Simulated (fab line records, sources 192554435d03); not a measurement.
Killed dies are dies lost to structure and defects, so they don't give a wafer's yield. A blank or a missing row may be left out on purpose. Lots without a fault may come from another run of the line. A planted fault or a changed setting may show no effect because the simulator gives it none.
Split-lot experiment | flow n5_finfet | 7 lots, 21 wafers read, on a route of 1938 steps

THE SPLIT
At N5_PMOS_HMC_CHANNEL_EPI_COAT_31 (time 60 s, resist thk 66 nm), the setting spin_rpm was moved away from the recipe's 1500 rpm on 5 of the 21 wafers read, by -7.8% to +7.1%. The other wafers ran this setting at the recipe's value.

FROM THE SPLIT TO THE READING: what the file shows between them, 4 steps
- N5_PMOS_HMC_CHANNEL_EPI_PEB_07: peb time 60 s (also split here: peb_temp_c)
- N5_PMOS_HMC_CHANNEL_EPI_DEVELOP_08: develop time 30 s
- N5_PMOS_HMC_CHANNEL_EPI_CD_MEAS_09: target cd 237.4 nm
- N5_PMOS_HMC_CHANNEL_EPI_DESCUM_14: chemistry O2, time 7.9 s

THE READING
etch.depth_nm (the simulator's own value, which no gauge read), in nm, at N5_PMOS_HMC_CHANNEL_EPI_ETCH_32 (etches BARC in N2/H2, stops on SiO2, target depth 85.8 nm, time 50.3 s). The file gives no usual value for it. The 16 wafers here that ran the recipe average 66.02 nm, standard deviation 0.23 nm.

wafer  | tool, chamber at the split | spin_rpm as run, rpm | against the recipe | etch.depth_nm, nm | against lot-mates on the recipe
L077.1 | litho_track-05, 0          | 1500                 | recipe             | 65.86             | -
L077.5 | litho_track-05, 0          | 1500                 | recipe             | 65.77             | -
L077.6 | litho_track-05, 0          | 1383                 | -7.8%              | 68.62             | +2.81
L078.4 | litho_track-04, 0          | 1453                 | -3.1%              | 67.29             | +1.29
L078.5 | litho_track-04, 0          | 1500                 | recipe             | 66.06             | -
L078.6 | litho_track-04, 0          | 1500                 | recipe             | 65.95             | -
L080.1 | litho_track-03, 0          | 1500                 | recipe             | 66.36             | -
L080.5 | litho_track-03, 0          | 1500                 | recipe             | 66.34             | -
L080.6 | litho_track-03, 0          | 1500                 | recipe             | 66.48             | -
L083.4 | litho_track-03, 0          | 1500                 | recipe             | 66.1              | -
L083.5 | litho_track-03, 0          | 1606                 | +7.1%              | 63.9              | -2.20
L083.6 | litho_track-03, 0          | 1606                 | +7.1%              | 64.03             | -2.07
L084.2 | litho_track-05, 0          | 1500                 | recipe             | 65.96             | -
L084.4 | litho_track-05, 0          | 1500                 | recipe             | 65.94             | -
L084.6 | litho_track-05, 0          | 1500                 | recipe             | 66                | -
L096.3 | litho_track-05, 0          | 1500                 | recipe             | 65.74             | -
L096.5 | litho_track-05, 0          | 1500                 | recipe             | 65.76             | -
L096.6 | litho_track-05, 0          | 1500                 | recipe             | 65.71             | -
L097.2 | litho_track-03, 0          | 1399                 | -6.7%              | 68.71             | +2.55
L097.4 | litho_track-03, 0          | 1500                 | recipe             | 66.19             | -
L097.5 | litho_track-03, 0          | 1500                 | recipe             | 66.14             | -

THE FIT
A straight line over all 21 wafers: etch.depth_nm changes by -0.33 nm for each +1% of spin_rpm; r = -0.98; the points scatter about the line by 0.25 nm.
The same after taking each lot's own level away (the mean of its wafers on the recipe; 21 wafers): -0.338 nm for each +1%; r = -0.99; scatter 0.11 nm.
On that fit, the largest move of spin_rpm shifts the reading by 2.6 nm.
The lots' own levels span 65.737 to 66.393 nm, that is 2.9 times the standard deviation above.
So the lot-to-lot level changes the slope little: the two slopes agree.
Check: with one of the wafers moved furthest among these (-7.8%) left out of the fit, the line predicts +2.64 nm for it against its lot-mates. It came out at +2.81 nm against them.

OTHER SPLITS ON THESE WAFERS
These wafers also went through other splits before the reading. Each is held against what the fit with the lots' levels taken away leaves over:
other split on the same wafers            | wafers away from the commonest value | r with etch.depth_nm (lot level and that fit taken away)
N5_PMOS_HMC_CHANNEL_EPI_PEB_07 peb_temp_c | 7                                    | +0.11

THE WHOLE CHAIN: every reading that the file lists as answering this split, in the file's order
step                            | what it does                                                           | reading                                                                                      | change (the file's fit)              | r (the file's)
N5_PMOS_HMC_CHANNEL_EPI_COAT_31 | time 60 s, resist thk 66 nm                                            | BARC_of_PMOS_HMC_CHANNEL_EPI_COAT_31.thk_nm (the simulator's own value, which no gauge read) | -0.35 nm for each +1% of the setting | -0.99
N5_PMOS_HMC_CHANNEL_EPI_ETCH_32 | etches BARC in N2/H2, stops on SiO2, target depth 85.8 nm, time 50.3 s | etch.depth_nm (the simulator's own value, which no gauge read)                               | -0.35 nm for each +1% of the setting | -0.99

THE FILE'S OWN FIT
etch.depth_nm changes by -0.35 nm for each +1% of spin_rpm, r = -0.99.
